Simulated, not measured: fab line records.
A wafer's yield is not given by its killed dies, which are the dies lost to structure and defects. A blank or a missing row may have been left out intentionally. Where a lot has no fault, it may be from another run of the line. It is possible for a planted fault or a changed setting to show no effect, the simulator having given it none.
fab line records + flow n5-finfet
[record]
- lots = 6
- wafers = 16
- last-day = 18
route steps=1938 shown SD_EPI_N@263
lots that met no fault: from a run of the same line without faults
start-h: start of the lot's first displayed wafer, in hours after the record's first day + wait-h: hours from the lot's prior step to this one + " repeats the value in the row above + L1.1+2: a row that stands for several wafers + - either no value or no given start + * or withheld: withheld + < > ~ a bound
route shown NAME@n: a module of which the file shows steps, and the number in the route of the first + usual: mean/standard deviation of fault-free wafers + same: alike in all rows + chamber/n: place in a boat + sites: each site's reading + _std_site: standard deviation of those values + _edge_site: outer sites' mean less inner sites' + radius-mm: for every site, how far away it sits from the centre of the wafer + mask NAME#n: copy n + behind: tool/chamber where the wafer was last shaped + hold: why the lot was held/for how many hours/how that ended + device: whichever transistor did not switch (one of n, p or np) + end of line: the route-end tests of the same wafers + where a step has no rows: the recipe by itself + killed: at the first sort, the dies lost to defects and structure; wafer yield is something else + map: shows each die of a wafer: x if killed, . if not, _ if none is there
set.NAME: the setting as run; set.NAME@STEP: as run at that earlier step + model.NAME: the simulator's own value behind a step, which no gauge read
a table for each step, a row for each wafer; lots at some steps of the route
services: the hour from which a tool's chamber was out of use, counted from the record's first day as start-h (under 0 if before that day), plus the number of hours and why
[[steps]]
[step N5_SD_EPI_N_COAT_33]
[recipe]
- resist = SiARC
- temp-c = 220
- time-s = 60
- spin-rpm = 1500
- resist-thk-nm = 35
[step N5_SD_EPI_N_COAT_03]
[recipe]
- resist = CAR-ArF-block
- spin-rpm = 1500
- resist-thk-nm = 150
[step N5_SD_EPI_N_EBR_05]
[recipe]
- solvent = PGMEA
- ebr-width-mm = 1.5
[step N5_SD_EPI_N_SOFTBAKE_04]
[recipe]
- temp-c = 110
- time-s = 60
- resist = CAR-ArF-block
[step N5_SD_EPI_N_EXPOSE_06]
[recipe]
- mask-id = SD_N_BLK
- na = 1.35
- source-shape = conventional
- sigma-outer = 0.8
- polarization = unpolarized
- target-cd-nm = 120
- dose-mj = 39.75
[step N5_SD_EPI_N_PEB_07]
[recipe]
- peb-temp-c = 110
- peb-time-s = 60
- resist = CAR-ArF-block
[step N5_SD_EPI_N_DEVELOP_08]
[recipe]
- develop-time-s = 30
- developer = TMAH
- resist = CAR-ArF-block
- dev-temp-c = 23
- rinse-liquid = diw
- dry = air-spin
[step N5_SD_EPI_N_CD_MEAS_09]
[recipe]
- target-cd-nm = 120
- landing-energy-ev = 500
- detector = se-inlens
[usual]
- cd-nm = 120.1/0.66
| lot.wafer | tool      | chamber | start-h | wait-h | cd-nm |
|-----------|-----------|---------|---------|--------|-------|
| L767.2    | cd-sem-03 | 0       | 70.86   | -      | 119.6 |
| L767.3    | "         | 0       | "       | "      | 120.4 |
| L767.5    | "         | 0       | "       | "      | 120.3 |
| L768.1    | cd-sem-02 | 0       | 74.75   | -      | 120.1 |
| L768.2    | "         | 0       | "       | "      | 119.4 |
| L768.4    | "         | 0       | "       | "      | 119.8 |
| L774.1    | cd-sem-01 | 0       | 106.95  | -      | 120.5 |
| L774.3    | "         | 0       | "       | "      | 120.7 |
| L774.4    | "         | 0       | "       | "      | 120.6 |
| L782.1    | cd-sem-01 | 0       | 157.89  | -      | 119.5 |
| L782.4    | "         | 0       | "       | "      | 120.2 |
| L782.5    | "         | 0       | "       | "      | 119.3 |
| L785.1    | cd-sem-01 | 0       | 167.66  | -      | 120.0 |
| L785.6    | "         | 0       | "       | "      | 119.7 |
| L787.4    | cd-sem-03 | 0       | 184.55  | -      | 120.2 |
| L787.6    | "         | 0       | "       | "      | 119.9 |
[step N5_SD_EPI_N_OVL_MEAS_10]
[recipe]
- points-per-wafer = 44
[usual]
- SD_N_BLK_OVL = 0.0/0.78
| lot.wafer | tool       | chamber | start-h | wait-h | SD_N_BLK_OVL[nm] |
|-----------|------------|---------|---------|--------|------------------|
| L767.2    | overlay-02 | 0       | 70.89   | 0.0    | 1.0              |
| L767.3    | "          | 0       | "       | "      | 0.6              |
| L767.5    | "          | 0       | "       | "      | 0.3              |
| L768.1    | overlay-01 | 0       | 74.78   | 0.0    | -0.5             |
| L768.2    | "          | 0       | "       | "      | -1.1             |
| L768.4    | "          | 0       | "       | "      | -0.5             |
| L774.1    | overlay-02 | 0       | 106.98  | 0.0    | 0.2              |
| L774.3    | "          | 0       | "       | "      | 0.7              |
| L774.4    | "          | 0       | "       | "      | 0.4              |
| L782.1    | overlay-02 | 0       | 157.92  | 0.0    | -0.1             |
| L782.4    | "          | 0       | "       | "      | 0.6              |
| L782.5    | "          | 0       | "       | "      | -1.3             |
| L785.1    | overlay-01 | 0       | 167.69  | 0.0    | -1.0             |
| L785.6    | "          | 0       | "       | "      | -0.4             |
| L787.4    | overlay-01 | 0       | 184.58  | 0.0    | 0.2              |
| L787.6    | "          | 0       | "       | "      | -0.4             |
[step N5_SD_EPI_N_INSPECT_11]
[recipe]
- mode = adi
- inspect-instrument = macro
[usual]
- raw-defect-count = 2.1/1.5
| lot.wafer | tool              | chamber | start-h | wait-h | raw-defect-count |
|-----------|-------------------|---------|---------|--------|------------------|
| L767.2    | defect-inspect-02 | -       | 70.91   | 0.0    | 0                |
| L767.3    | "                 | -       | "       | "      | 1                |
| L767.5    | "                 | -       | "       | "      | 1                |
| L768.1    | defect-inspect-02 | -       | 74.80   | 0.0    | 2                |
| L768.2    | "                 | -       | "       | "      | 1                |
| L768.4    | "                 | -       | "       | "      | 0                |
| L774.1    | defect-inspect-01 | -       | 107.00  | 0.0    | 1                |
| L774.3    | "                 | -       | "       | "      | 1                |
| L774.4    | "                 | -       | "       | "      | 3                |
| L782.1    | defect-inspect-01 | -       | 157.95  | 0.0    | 4                |
| L782.4    | "                 | -       | "       | "      | 1                |
| L782.5    | "                 | -       | "       | "      | 1                |
| L785.1    | defect-inspect-01 | -       | 167.72  | 0.0    | 1                |
| L785.6    | "                 | -       | "       | "      | 0                |
| L787.4    | defect-inspect-02 | -       | 184.61  | 0.0    | 5                |
| L787.6    | "                 | -       | "       | "      | 4                |
[step N5_SD_EPI_N_DESCUM_14]
[recipe]
- chemistry = O2
- time-s = 7.9
- source-power-w = 50
- bias-power-w = 20
- pressure-mtorr = 20
- rf-frequency-hz = 2.712e+07
- temp-c = 40
- resist = CAR-ArF-block
- o2-flow-sccm = 225
[usual]
- bias-power-w = 20.00/0.064
- drypump-motor-current-A = 6.0/0.5
- oes-product-au = 0.76/0.086
- rf-vpp-V = 242.9/1.5
- showerhead-plenum-p-Torr = 2.07/0.073
- temp-c = 40.01/0.11
- throttle-valve-pct = 20.46/0.2
| lot.wafer | tool        | chamber | start-h | wait-h | bias-power-w | drypump-motor-current-A | oes-product-au | rf-hours-counter-h | rf-vpp-V | showerhead-plenum-p-Torr | temp-c | throttle-valve-pct |
|-----------|-------------|---------|---------|--------|--------------|-------------------------|----------------|--------------------|----------|--------------------------|--------|--------------------|
| L767.2    | rie-diel-02 | 3       | 71.24   | 0.3    | 19.99        | 5.6                     | 0.77           | 134                | 244.0    | 2.10                     | 40.07  | 20.33              |
| L767.3    | "           | 2       | "       | "      | 19.95        | 5.2                     | 0.74           | 190                | 241.9    | 2.18                     | 39.95  | 20.76              |
| L767.5    | "           | 0       | "       | "      | 19.92        | 5.3                     | 0.75           | -                  | 242.4    | 2.02                     | 39.92  | 20.37              |
| L768.1    | rie-diel-04 | 0       | 74.84   | 0.0    | 20.04        | 6.7                     | 0.70           | 217                | 240.5    | 1.99                     | 40.02  | 20.76              |
| L768.2    | "           | 2       | "       | "      | 19.89        | 5.6                     | 0.74           | 187                | 241.4    | 1.98                     | 40.04  | 20.50              |
| L768.4    | "           | 0       | "       | "      | 20.01        | 6.7                     | 0.70           | -                  | 241.9    | 1.99                     | 40.08  | 20.77              |
| L774.1    | rie-diel-03 | 2       | 107.08  | 0.1    | 20.07        | 5.4                     | 0.84           | 69                 | 245.2    | 2.11                     | 39.90  | 20.14              |
| L774.3    | "           | 3       | "       | "      | 19.98        | 5.7                     | 0.72           | 231                | 240.3    | 1.98                     | 40.02  | 20.63              |
| L774.4    | "           | 1       | "       | "      | 19.93        | 5.3                     | 0.89           | 41                 | 244.0    | 2.13                     | 39.96  | 20.16              |
| L782.1    | rie-diel-03 | 1       | 158.12  | 0.2    | 20.02        | 5.3                     | 0.84           | 63                 | 244.1    | 2.13                     | 40.20  | 20.18              |
| L782.4    | "           | 2       | "       | "      | 20.00        | 5.4                     | 0.81           | -                  | 241.1    | 2.11                     | 40.10  | 20.18              |
| L782.5    | "           | 0       | "       | "      | 19.91        | 5.6                     | 0.74           | -                  | 242.6    | 2.07                     | 39.98  | 20.21              |
| L785.1    | rie-diel-04 | 2       | 167.94  | 0.2    | 19.95        | 5.6                     | 0.72           | 223                | 240.8    | 1.97                     | 40.06  | 20.57              |
| L785.6    | "           | 1       | "       | "      | 19.97        | 6.3                     | 0.68           | -                  | 242.9    | 2.07                     | 40.14  | 20.40              |
| L787.4    | rie-diel-04 | 0       | 184.66  | 0.0    | 19.86        | 6.7                     | 0.98           | -                  | 246.0    | 2.24                     | 39.92  | 20.44              |
| L787.6    | "           | 3       | "       | "      | 19.92        | 6.4                     | 0.90           | -                  | 244.5    | 2.13                     | 39.85  | 20.46              |
[step N5_SD_EPI_N_ETCH_34]
[recipe]
- chemistry = CF4
- target = SiARC
- target-depth-a = 455
- mask-material = CAR-ArF-block
- time-s = 75.8
- ion-energy-ev = 80
- pressure-mtorr = 40
- source-w = 545
- bias-w = 36
- Ar_flow_sccm = 100
- cf4-flow-sccm = 100
- ends = cleared
[usual]
- drypump-motor-current-A = 6.0/0.49
- etch-rf-on-time-s = 75.8/1.9
- oes-product-au = 0.64/0.069
- rf-vpp-V = 183.7/1.2
- showerhead-plenum-p-Torr = 2.12/0.071
- throttle-valve-pct = 15.65/0.19
| lot.wafer | tool        | chamber | start-h | wait-h | drypump-motor-current-A | etch-rf-on-time-s | oes-product-au | rf-hours-counter-h | rf-vpp-V | showerhead-plenum-p-Torr | throttle-valve-pct |
|-----------|-------------|---------|---------|--------|-------------------------|-------------------|----------------|--------------------|----------|--------------------------|--------------------|
| L767.2    | rie-diel-02 | 3       | 71.27   | 0.0    | 5.6                     | 72.2              | 0.67           | 134                | 183.7    | 2.15                     | 15.49              |
| L767.3    | "           | 2       | "       | "      | 5.2                     | 76.7              | 0.62           | 190                | 185.3    | 2.21                     | 15.88              |
| L767.5    | "           | 0       | "       | "      | 5.3                     | 77.0              | 0.62           | -                  | 183.3    | 2.05                     | 15.46              |
| L768.1    | rie-diel-04 | 0       | 74.87   | 0.0    | 6.7                     | 75.3              | 0.60           | 217                | 182.3    | 2.03                     | 15.92              |
| L768.2    | "           | 2       | "       | "      | 5.6                     | 77.5              | 0.62           | 187                | 182.5    | 2.04                     | 15.73              |
| L768.4    | "           | 0       | "       | "      | 6.7                     | 75.1              | 0.59           | -                  | 183.3    | 2.03                     | 15.90              |
| L774.1    | rie-diel-03 | 2       | 107.12  | 0.0    | 5.4                     | 74.8              | 0.72           | 69                 | 184.2    | 2.16                     | 15.32              |
| L774.3    | "           | 3       | "       | "      | 5.7                     | 75.7              | 0.61           | 231                | 181.6    | 2.03                     | 15.86              |
| L774.4    | "           | 1       | "       | "      | 5.3                     | 75.6              | 0.74           | 41                 | 185.5    | 2.18                     | 15.30              |
| L782.1    | rie-diel-03 | 1       | 158.15  | 0.0    | 5.3                     | 76.9              | 0.71           | 63                 | 184.4    | 2.17                     | 15.35              |
| L782.4    | "           | 2       | "       | "      | 5.4                     | 74.9              | 0.70           | -                  | 183.6    | 2.15                     | 15.35              |
| L782.5    | "           | 0       | "       | "      | 5.6                     | 73.8              | 0.64           | -                  | 184.1    | 2.13                     | 15.47              |
| L785.1    | rie-diel-04 | 2       | 167.97  | 0.0    | 5.6                     | 78.1              | 0.60           | 223                | 181.0    | 2.03                     | 15.80              |
| L785.6    | "           | 1       | "       | "      | 6.3                     | 74.8              | 0.58           | -                  | 183.4    | 2.10                     | 15.62              |
| L787.4    | rie-diel-04 | 0       | 184.70  | 0.0    | 6.7                     | 75.1              | 0.82           | -                  | 185.4    | 2.28                     | 15.50              |
| L787.6    | "           | 3       | "       | "      | 6.4                     | 75.7              | 0.75           | -                  | 184.5    | 2.18                     | 15.60              |
[step N5_SD_EPI_N_ETCH_35]
[recipe]
- chemistry = N2/H2
- target = SOC
- overetch-a = 1080
- mask-material = SiARC
- temp-c = 40
- ion-energy-ev = 100
- source-w = 3000
- bias-w = 133
- pressure-mtorr = 20
- time-s = 486
- n2-flow-sccm = 200
- h2-flow-sccm = 200
[usual]
- drypump-motor-current-A = 6.0/0.5
- h2-flow-sccm = 199.9/0.64
- n2-flow-sccm = 200.0/0.61
- oes-product-au = 0.67/0.072
- rf-vpp-V = 240.3/1.4
- showerhead-plenum-p-Torr = 2.52/0.087
- temp-c = 40.01/0.11
- throttle-valve-pct = 23.80/0.3
| lot.wafer | tool        | chamber | start-h | wait-h | drypump-motor-current-A | h2-flow-sccm | n2-flow-sccm | oes-product-au | rf-hours-counter-h | rf-vpp-V | showerhead-plenum-p-Torr | temp-c | throttle-valve-pct | model.SiARC_of_SD_EPI_N_COAT_33.thk-nm |
|-----------|-------------|---------|---------|--------|-------------------------|--------------|--------------|----------------|--------------------|----------|--------------------------|--------|--------------------|----------------------------------------|
| L767.2    | rie-diel-02 | 3       | 71.33   | 0.0    | 5.7                     | 200.1        | 199.6        | 0.68           | 134                | 241.6    | 2.54                     | 39.82  | 23.78              | 19                                     |
| L767.3    | "           | 2       | "       | "      | 5.2                     | 200.1        | 199.6        | 0.66           | 190                | 242.7    | 2.65                     | 39.96  | 24.40              | 19.8                                   |
| L767.5    | "           | 0       | "       | "      | 5.3                     | 201.4        | 199.3        | 0.66           | -                  | 239.7    | 2.41                     | 39.91  | 23.40              | 19.8                                   |
| L768.1    | rie-diel-04 | 0       | 74.93   | 0.0    | 6.7                     | 199.6        | 200.1        | 0.63           | 217                | 239.5    | 2.42                     | 40.04  | 24.15              | 19.6                                   |
| L768.2    | "           | 2       | "       | "      | 5.6                     | 199.9        | 199.2        | 0.66           | 187                | 239.8    | 2.42                     | 40.06  | 23.82              | 20.2                                   |
| L768.4    | "           | 0       | "       | "      | 6.7                     | 200.3        | 200.0        | 0.62           | -                  | 238.5    | 2.42                     | 40.12  | 24.14              | 19.4                                   |
| L774.1    | rie-diel-03 | 2       | 107.17  | 0.0    | 5.5                     | 200.9        | 200.2        | 0.74           | 69                 | 240.2    | 2.55                     | 39.84  | 23.42              | 19.6                                   |
| L774.3    | "           | 3       | "       | "      | 5.7                     | 201.4        | 200.2        | 0.64           | 231                | 238.0    | 2.39                     | 39.95  | 23.84              | 20.4                                   |
| L774.4    | "           | 1       | "       | "      | 5.3                     | 199.4        | 200.6        | 0.78           | 41                 | 241.2    | 2.59                     | 40.11  | 23.43              | 20.2                                   |
| L782.1    | rie-diel-03 | 1       | 158.21  | 0.0    | 5.3                     | 200.2        | 200.2        | 0.76           | 63                 | 241.7    | 2.58                     | 40.06  | 23.45              | 20                                     |
| L782.4    | "           | 2       | "       | "      | 5.4                     | 200.3        | 199.1        | 0.73           | -                  | 240.9    | 2.55                     | 39.85  | 23.46              | 19.4                                   |
| L782.5    | "           | 0       | "       | "      | 5.6                     | 200.5        | 200.5        | 0.66           | -                  | 239.1    | 2.54                     | 40.04  | 24.16              | 19.2                                   |
| L785.1    | rie-diel-04 | 2       | 168.03  | 0.0    | 5.6                     | 200.1        | 199.2        | 0.60           | 223                | 237.7    | 2.41                     | 39.87  | 23.85              | 18.6                                   |
| L785.6    | "           | 1       | "       | "      | 6.3                     | 199.7        | 199.3        | 0.60           | -                  | 240.6    | 2.49                     | 39.94  | 23.48              | 19.4                                   |
| L787.4    | rie-diel-04 | 0       | 184.89  | 0.2    | 6.7                     | 199.8        | 199.3        | 0.82           | -                  | 243.1    | 2.73                     | 39.84  | 23.86              | 18                                     |
| L787.6    | "           | 3       | "       | "      | 6.4                     | 201.1        | 199.3        | 0.78           | -                  | 240.2    | 2.58                     | 39.96  | 23.75              | 19.6                                   |
[step N5_SD_EPI_N_STRIP_36]
[recipe]
- chemistry = N2/H2
- temp-c = 40
- n2-flow-sccm = 200
- h2-flow-sccm = 200
- rf-frequency-hz = 6e+07
[step N5_SD_EPI_N_ETCHBACK_44]
[recipe]
- chemistry = CH3F/O2
- mode = anisotropic-etchback
- target = SiNx
- target-depth-a = 145
- stop-on = SiO2
- over-etch-frac = 0.3
- ion-energy-ev = 120
- pressure-mtorr = 30
- source-w = 395
- bias-w = 73
- Ar_flow_sccm = 150
- CH3F_flow_sccm = 30
- O2_flow_sccm = 20
[usual]
- drypump-motor-current-A = 6.0/0.49
- oes-product-au = 0.64/0.069
- rf-vpp-V = 299/6.6
- showerhead-plenum-p-Torr = 1.98/0.074
- throttle-valve-pct = 16.41/0.2
| lot.wafer | tool        | chamber | start-h | wait-h | drypump-motor-current-A | oes-product-au | rf-hours-counter-h | rf-vpp-V | showerhead-plenum-p-Torr | throttle-valve-pct |
|-----------|-------------|---------|---------|--------|-------------------------|----------------|--------------------|----------|--------------------------|--------------------|
| L767.2    | rie-diel-02 | 3       | 71.65   | 0.0    | 5.6                     | 0.65           | 134                | 302      | 2.02                     | 16.34              |
| L767.3    | "           | 2       | "       | "      | 5.2                     | 0.63           | 190                | 296      | 2.08                     | 16.62              |
| L767.5    | "           | 0       | "       | "      | 5.3                     | 0.63           | -                  | 299      | 1.90                     | 16.13              |
| L768.1    | rie-diel-04 | 0       | 75.25   | 0.0    | 6.7                     | 0.60           | 218                | 306      | 1.90                     | 16.67              |
| L768.2    | "           | 2       | "       | "      | 5.6                     | 0.63           | 188                | 299      | 1.90                     | 16.44              |
| L768.4    | "           | 0       | "       | "      | 6.7                     | 0.60           | -                  | 305      | 1.90                     | 16.69              |
| L774.1    | rie-diel-03 | 2       | 107.50  | 0.0    | 5.4                     | 0.72           | 69                 | 305      | 2.02                     | 16.10              |
| L774.3    | "           | 3       | "       | "      | 5.7                     | 0.61           | 231                | 282      | 1.90                     | 16.66              |
| L774.4    | "           | 1       | "       | "      | 5.3                     | 0.75           | 41                 | 298      | 2.02                     | 15.95              |
| L782.1    | rie-diel-03 | 1       | 158.53  | 0.0    | 5.3                     | 0.73           | 63                 | 296      | 2.01                     | 15.98              |
| L782.4    | "           | 2       | "       | "      | 5.4                     | 0.69           | -                  | 304      | 2.02                     | 16.14              |
| L782.5    | "           | 0       | "       | "      | 5.6                     | 0.63           | -                  | 301      | 1.98                     | 16.20              |
| L785.1    | rie-diel-04 | 2       | 168.35  | 0.0    | 5.7                     | 0.57           | 224                | 298      | 1.89                     | 16.51              |
| L785.6    | "           | 1       | "       | "      | 6.3                     | 0.58           | -                  | 288      | 1.97                     | 16.36              |
| L787.4    | rie-diel-04 | 0       | 185.10  | 0.1    | 6.7                     | 0.77           | -                  | 311      | 2.14                     | 16.24              |
| L787.6    | "           | 3       | "       | "      | 6.4                     | 0.76           | -                  | 306      | 2.05                     | 16.42              |
[step N5_SD_EPI_N_ETCH_45]
[recipe]
- chemistry = CH3F/O2
- target = SiOCN
- target-depth-a = 60
- mask-material = SOC
- ion-energy-ev = 60
- bias-w = 29
- pressure-mtorr = 15
- source-w = 410
- Ar_flow_sccm = 150
- CH3F_flow_sccm = 30
- O2_flow_sccm = 20
[usual]
- drypump-motor-current-A = 6.0/0.5
- oes-product-au = 0.75/0.083
- rf-vpp-V = 127.4/0.93
- showerhead-plenum-p-Torr = 1.97/0.074
- throttle-valve-pct = 23.36/0.22
| lot.wafer | tool        | chamber | start-h | wait-h | drypump-motor-current-A | oes-product-au | rf-hours-counter-h | rf-vpp-V | showerhead-plenum-p-Torr | throttle-valve-pct |
|-----------|-------------|---------|---------|--------|-------------------------|----------------|--------------------|----------|--------------------------|--------------------|
| L767.2    | rie-diel-02 | 3       | 71.75   | 0.1    | 5.6                     | 0.77           | 134                | 126.8    | 2.01                     | 23.33              |
| L767.3    | "           | 2       | "       | "      | 5.2                     | 0.73           | 190                | 127.8    | 2.07                     | 23.58              |
| L767.5    | "           | 0       | "       | "      | 5.3                     | 0.74           | -                  | 124.3    | 1.89                     | 23.05              |
| L768.1    | rie-diel-04 | 0       | 75.35   | 0.1    | 6.7                     | 0.70           | 218                | 126.5    | 1.89                     | 23.63              |
| L768.2    | "           | 2       | "       | "      | 5.6                     | 0.74           | 188                | 125.8    | 1.89                     | 23.40              |
| L768.4    | "           | 0       | "       | "      | 6.7                     | 0.70           | -                  | 127.7    | 1.89                     | 23.63              |
| L774.1    | rie-diel-03 | 2       | 107.60  | 0.1    | 5.4                     | 0.84           | 69                 | 127.7    | 2.02                     | 23.09              |
| L774.3    | "           | 3       | "       | "      | 5.7                     | 0.71           | 231                | 125.9    | 1.89                     | 23.54              |
| L774.4    | "           | 1       | "       | "      | 5.3                     | 0.88           | 42                 | 128.3    | 2.01                     | 22.92              |
| L782.1    | rie-diel-03 | 1       | 158.63  | 0.1    | 5.3                     | 0.85           | 63                 | 127.8    | 2.01                     | 22.95              |
| L782.4    | "           | 2       | "       | "      | 5.4                     | 0.80           | -                  | 127.2    | 2.01                     | 23.12              |
| L782.5    | "           | 0       | "       | "      | 5.6                     | 0.74           | -                  | 126.1    | 1.98                     | 23.16              |
| L785.1    | rie-diel-04 | 2       | 168.45  | 0.1    | 5.6                     | 0.70           | 224                | 127.4    | 1.88                     | 23.46              |
| L785.6    | "           | 1       | "       | "      | 6.3                     | 0.67           | -                  | 128.5    | 1.96                     | 23.17              |
| L787.4    | rie-diel-04 | 0       | 185.20  | 0.1    | 6.7                     | 0.97           | -                  | 128.5    | 2.13                     | 23.34              |
| L787.6    | "           | 3       | "       | "      | 6.4                     | 0.89           | -                  | 128.1    | 2.05                     | 23.51              |
[step N5_SD_EPI_N_ETCH_16]
[recipe]
- chemistry = CHF3/O2
- target = SiO2
- target-depth-a = 50
- mask-material = SOC
- pressure-mtorr = 30
- source-w = 650
- bias-w = 170
- Ar_flow_sccm = 200
- CHF3_flow_sccm = 50
- O2_flow_sccm = 5
- ion-energy-ev = 200
[usual]
- drypump-motor-current-A = 6.0/0.5
- oes-product-au = 0.75/0.082
- rf-vpp-V = 528/11
- showerhead-plenum-p-Torr = 2.39/0.085
- throttle-valve-pct = 18.94/0.2
| lot.wafer | tool        | chamber | start-h | wait-h | drypump-motor-current-A | oes-product-au | rf-hours-counter-h | rf-vpp-V | showerhead-plenum-p-Torr | throttle-valve-pct | model.SiARC_of_SD_EPI_N_COAT_33.thk-nm |
|-----------|-------------|---------|---------|--------|-------------------------|----------------|--------------------|----------|--------------------------|--------------------|----------------------------------------|
| L767.2    | rie-diel-02 | 3       | 71.85   | 0.1    | 5.6                     | 0.78           | 134                | 529      | 2.44                     | 18.92              | 11.2                                   |
| L767.3    | "           | 2       | "       | "      | 5.3                     | 0.73           | 190                | 524      | 2.50                     | 19.18              | 12.6                                   |
| L767.5    | "           | 0       | "       | "      | 5.3                     | 0.74           | -                  | 528      | 2.29                     | 18.63              | 12.4                                   |
| L768.1    | rie-diel-04 | 0       | 75.45   | 0.1    | 6.7                     | 0.70           | 218                | 536      | 2.29                     | 19.18              | 12.2                                   |
| L768.2    | "           | 2       | "       | "      | 5.6                     | 0.73           | 188                | 528      | 2.29                     | 18.99              | 12.8                                   |
| L768.4    | "           | 0       | "       | "      | 6.7                     | 0.70           | -                  | 536      | 2.29                     | 19.18              | 12                                     |
| L774.1    | rie-diel-03 | 2       | 107.70  | 0.1    | 5.4                     | 0.84           | 69                 | 536      | 2.43                     | 18.61              | 12                                     |
| L774.3    | "           | 3       | "       | "      | 5.7                     | 0.71           | 231                | 496      | 2.29                     | 19.16              | 13.2                                   |
| L774.4    | "           | 1       | "       | "      | 5.3                     | 0.88           | 42                 | 525      | 2.43                     | 18.49              | 12.8                                   |
| L782.1    | rie-diel-03 | 1       | 158.73  | 0.1    | 5.3                     | 0.84           | 63                 | 525      | 2.43                     | 18.55              | 12.8                                   |
| L782.4    | "           | 2       | "       | "      | 5.4                     | 0.81           | -                  | 535      | 2.42                     | 18.62              | 12                                     |
| L782.5    | "           | 0       | "       | "      | 5.6                     | 0.74           | -                  | 529      | 2.39                     | 18.73              | 11.6                                   |
| L785.1    | rie-diel-04 | 2       | 168.55  | 0.1    | 5.6                     | 0.71           | 224                | 526      | 2.28                     | 19.04              | 11.4                                   |
| L785.6    | "           | 1       | "       | "      | 6.3                     | 0.68           | -                  | 510      | 2.37                     | 18.85              | 12                                     |
| L787.4    | rie-diel-04 | 0       | 185.27  | 0.0    | 6.7                     | 0.97           | -                  | 546      | 2.56                     | 18.82              | 10.6                                   |
| L787.6    | "           | 3       | "       | "      | 6.4                     | 0.88           | -                  | 540      | 2.47                     | 19.01              | 12.2                                   |
[step N5_SD_EPI_N_STRIP_47]
[recipe]
- chemistry = CHF3/O2
- resist = SiARC
- rf-frequency-hz = 6e+07
[[services]]
| tool        | chamber | start-h | hours | kind                          |
|-------------|---------|---------|-------|-------------------------------|
| rie-diel-04 | 3       | 64.18   | -     | clean                         |
| rie-diel-04 | 3       | 64.18   | -     | consumable-replace:focus-ring |
| rie-diel-04 | 3       | 64.18   | 21.7  | scheduled-down                |
| rie-diel-04 | 3       | 64.18   | 21.7  | vent-cycle                    |
| rie-diel-03 | 0       | 64.56   | 13.4  | repair                        |
| rie-diel-02 | 0       | 79.64   | 8.6   | repair                        |
| rie-diel-02 | 1       | 79.64   | 3.7   | repair                        |
| rie-diel-02 | -       | 145.40  | 4.3   | pm                            |
| rie-diel-03 | 3       | 158.12  | -     | clean                         |
| rie-diel-03 | 3       | 158.12  | -     | consumable-replace:focus-ring |
| rie-diel-03 | 3       | 158.12  | -     | consumable-replace:showerhead |
| rie-diel-03 | 3       | 158.12  | 16.4  | scheduled-down                |
| rie-diel-03 | 3       | 158.12  | 16.4  | vent-cycle                    |
| rie-diel-02 | -       | 163.03  | 3.2   | repair                        |
| rie-diel-04 | 0       | 165.28  | -     | clean                         |
| rie-diel-04 | 0       | 165.28  | -     | consumable-replace:focus-ring |
| rie-diel-04 | 0       | 165.28  | -     | consumable-replace:showerhead |
| rie-diel-04 | 0       | 165.28  | 18.7  | scheduled-down                |
| rie-diel-04 | 0       | 165.28  | 18.7  | vent-cycle                    |
| rie-diel-04 | 1       | 184.08  | -     | clean                         |
| rie-diel-04 | 1       | 184.08  | -     | consumable-replace:focus-ring |
| rie-diel-04 | 1       | 184.08  | 16.1  | scheduled-down                |
| rie-diel-04 | 1       | 184.08  | 16.1  | vent-cycle                    |
[[key]]
first-sign none at tools or gauges
[model-effect]
- step = N5_SD_EPI_N_ETCH_35
- value = SiARC_of_SD_EPI_N_COAT_33.thk-nm
- without = 19.7
- struck = 18.3
[model-effect]
- step = N5_SD_EPI_N_ETCH_16
- value = SiARC_of_SD_EPI_N_COAT_33.thk-nm
- without = 12.4
- struck = 11
met-at N5_SD_EPI_N_ETCH_35
struck-wafers L785.1,L787.4
tester-left-out L785,L787
onset-between 74.93 168.03
[fault]
- kind = process-parameter-drift
- tool = rie-diel-04
- chamber = -
- onset-h = 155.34
- steps = N5_SD_EPI_N_ETCH_35
- channel = time-s
- offset = *
- shape = step
- end-h = 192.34
- scope = struck-wafers-only
- acts-in = *
- stated = *
// tester-left-out: of these lots the tester's yield and bins aren't shown, on N5 and GAA mostly nor the transistor test; their killed dies are dies lost to structure and defects alone, not to doping, threshold or leakage, so they don't give the yield
